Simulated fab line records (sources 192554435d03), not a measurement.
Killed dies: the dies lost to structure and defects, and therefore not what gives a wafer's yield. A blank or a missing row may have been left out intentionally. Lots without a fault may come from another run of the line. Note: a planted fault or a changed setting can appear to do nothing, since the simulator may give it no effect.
Problem report, 8D (eight disciplines) form, completed by code + flow n5 finfet + the parts of the form that need people (team, actions taken, sign-off) are left out

## 1. WHAT WENT WRONG
Mean of spin speed rpm at N5_SD_EPI_N_COAT_03: 1420.8 rpm across 6 wafers in 2 lots; on wafers with no fault it is 1500.0 rpm (standard deviation 0.92). Measured from the usual mean, that is -86 standard deviations.
The step: resist thk 150 nm.
First seen on wafer L722.1, day 7 10:00, on litho track-05. Wafers with a number at this step in the record: 27, from 9 lots. The rule behind "out" and "out of limits": a value lying over 4 standard deviations away from the usual mean. Any other wafer with a number is counted as sound.

## 2. WHAT IT IS; WHAT IT IS NOT
| question                    | is                     | is not                                                                          |
|-----------------------------|------------------------|---------------------------------------------------------------------------------|
| which readings at this step | spin speed rpm         | exhaust pa                                                                      |
| which lots                  | L722, L724             | L708, L710, L716, L718, L725, L727, L729                                        |
| which wafers of those lots  | all that have a number | -                                                                               |
| read on which tools         | litho track-05         | litho track-01, litho track-04                                                  |
| when                        | from day 7 10:00       | up to then (12 sound wafers); but 9 sound wafers of L725, L727, L729 came after |

## 3. SUSPECTS, AND WHAT RULES EACH OUT
Counting: a tool at a process step up to the reading stays a suspect if it ran every lot that is out and no sound lot after the first of them.
- litho track-05 at N5_SD_EPI_N_COAT_03 (resist thk 150 nm): kept. All lots that are out passed through it, beginning with L722 at day 7 10:00, and no sound lot followed; its final sound lot before that point was L718 at day 6 01:13. Its own readings are out on those wafers: spin speed rpm.
The count leaves litho track-05 at N5_SD_EPI_N_COAT_03.

## 4. THE CAUSE (what the simulator had put in)
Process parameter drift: litho track-05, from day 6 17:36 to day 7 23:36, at N5_SD_EPI_N_COAT_03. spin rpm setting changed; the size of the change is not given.
Only this tool survived the counting.

## 5. THE CHAIN OF EFFECTS, in route order
Rows list readings where the struck wafers' mean (over those with a number) sits beyond 3 standard deviations from the usual. Scope: only readings with a usual standard deviation given in the record; hours: median across lots of the time from each lot's start at the first step in this table that gives one to its start at this step; sigmas: change in usual standard deviations.
| hours | step                | reading        | usual      | on struck wafers | change | sigmas |
|-------|---------------------|----------------|------------|------------------|--------|--------|
| 0     | N5_SD_EPI_N_COAT_03 | spin speed rpm | 1500.0 rpm | 1420.8           | -79.2  | -86    |
It contains these process steps:
- N5_SD_EPI_N_COAT_03: resist thk 150 nm.
At these later measuring or inspecting steps, every struck wafer for which the step has a row has a number for every such reading, and none has moved that far: N5_BEOL_M4_RC_MEAS_101.

## 6. WHAT WOULD HAVE CAUGHT IT SOONER
16 hours passed between the start of the fault at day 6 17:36 and the first reading out of limits in this record, taken at day 7 10:00.
